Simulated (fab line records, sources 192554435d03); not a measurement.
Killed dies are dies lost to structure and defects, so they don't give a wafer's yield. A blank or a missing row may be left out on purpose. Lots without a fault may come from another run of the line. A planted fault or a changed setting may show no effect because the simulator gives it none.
Split-lot experiment | flow n5_finfet | 7 lots, 21 wafers read, on a route of 1938 steps

THE SPLIT
At N5_BEOL_M4_DESCUM_33 (chemistry O2, time 7 s), the setting time_s was moved away from the recipe's 7 s on 9 of the 21 wafers read, by -11.5% to +19.2%. The other wafers ran this setting at the recipe's value.

The file shows no step between the split and the reading.

THE READING
CAR-EUV_of_BEOL_M4_COAT_22.thk_nm (the simulator's own value, which no gauge read), in nm, at N5_BEOL_M4_ETCH_77 (etches underlayer in N2/H2, target depth 6.5 nm, time 5.2 s). The file gives no usual value for it. The 12 wafers here that ran the recipe average 20.3 nm, standard deviation 0.094 nm.

wafer  | tool, chamber at the split | time_s as run, s | against the recipe | CAR-EUV_of_BEOL_M4_COAT_22.thk_nm, nm | against lot-mates on the recipe
L079.1 | rie_diel-02, 0,3           | 7.93             | +13.3%             | 19.8                                  | -0.6
L079.3 | rie_diel-02, 0,3           | 7.93             | +13.3%             | 19.8                                  | -0.6
L079.2 | rie_diel-02, 2             | 7                | recipe             | 20.4                                  | -
L080.3 | rie_diel-04, 3,0,1         | 7                | recipe             | 20.2                                  | -
L080.4 | rie_diel-04, 3,0,1         | 7                | recipe             | 20.2                                  | -
L080.6 | rie_diel-04, 3,0,1         | 7                | recipe             | 20.2                                  | -
L081.1 | rie_diel-02, 1,3           | 8.104            | +15.8%             | 20                                    | -0.4
L081.4 | rie_diel-02, 1,3           | 8.104            | +15.8%             | 19.8                                  | -0.6
L081.6 | rie_diel-02, 0             | 7                | recipe             | 20.4                                  | -
L082.2 | rie_diel-01, 2,3           | 8.341            | +19.2%             | 19.8                                  | -0.6
L082.4 | rie_diel-01, 2,3           | 8.341            | +19.2%             | 19.8                                  | -0.6
L082.3 | rie_diel-01, 1             | 7                | recipe             | 20.4                                  | -
L088.3 | rie_diel-04, 1,3,1         | 6.197            | -11.5%             | 20.6                                  | no lot-mate on the recipe
L088.6 | rie_diel-04, 1,3,1         | 6.197            | -11.5%             | 20.6                                  | no lot-mate on the recipe
L088.4 | rie_diel-04, 1,3,1         | 6.197            | -11.5%             | 20.8                                  | no lot-mate on the recipe
L097.4 | rie_diel-04, 1,1,2         | 7                | recipe             | 20.4                                  | -
L097.5 | rie_diel-04, 1,1,2         | 7                | recipe             | 20.4                                  | -
L097.6 | rie_diel-04, 1,1,2         | 7                | recipe             | 20.4                                  | -
L096.1 | rie_diel-04, 1             | 7                | recipe             | 20.4                                  | -
L096.5 | rie_diel-04, 3,2           | 7                | recipe             | 20.4                                  | -
L096.6 | rie_diel-04, 3,2           | 7                | recipe             | 20.2                                  | -
Where a row lists several chambers, the file gives one row for several wafers and doesn't say which wafer went through which chamber.

THE FIT
A straight line over all 21 wafers: CAR-EUV_of_BEOL_M4_COAT_22.thk_nm changes by -0.03 nm for each +1% of time_s; r = -0.94; the points scatter about the line by 0.1 nm.
The same after taking each lot's own level away (the mean of its wafers on the recipe; 18 wafers): -0.0342 nm for each +1%; r = -0.96; scatter 0.078 nm.
On that fit, the largest move of time_s shifts the reading by 0.65 nm.
The lots' own levels span 20.20 to 20.40 nm, that is 2.1 times the standard deviation above.
So the lot-to-lot level changes the slope: the two fits differ.
Check: with one of the wafers moved furthest among these (+19.2%) left out of the fit, the line predicts -0.679 nm for it against its lot-mates. It came out at -0.6 nm against them.

OTHER SPLITS ON THESE WAFERS
These wafers also went through other splits before the reading. Each is held against what the fit with the lots' levels taken away leaves over:
other split on the same wafers | wafers away from the commonest value | r with CAR-EUV_of_BEOL_M4_COAT_22.thk_nm (lot level and that fit taken away)
N5_BEOL_M3_ETCH_64 time_s      | 10                                   | -0.12
N5_BEOL_M3_ETCH_70 source_w    | 6                                    | -0.38
N5_BEOL_M3_VIA_ETCH_34 bias_w  | 4                                    | -0.28
N5_BEOL_M4_COAT_68 spin_rpm    | 8                                    | +0.13

THE WHOLE CHAIN: every reading that the file lists as answering this split, in the file's order
step                 | what it does                                                | reading                                                                            | change (the file's fit)                | r (the file's)
N5_BEOL_M4_DESCUM_33 | chemistry O2, time 7 s                                      | CAR-EUV_of_BEOL_M4_COAT_22.thk_nm (the simulator's own value, which no gauge read) | -0.0292 nm for each +1% of the setting | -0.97
N5_BEOL_M4_ETCH_77   | etches underlayer in N2/H2, target depth 6.5 nm, time 5.2 s | CAR-EUV_of_BEOL_M4_COAT_22.thk_nm (the simulator's own value, which no gauge read) | -0.0345 nm for each +1% of the setting | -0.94

THE FILE'S OWN FIT
CAR-EUV_of_BEOL_M4_COAT_22.thk_nm changes by -0.0345 nm for each +1% of time_s, r = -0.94.
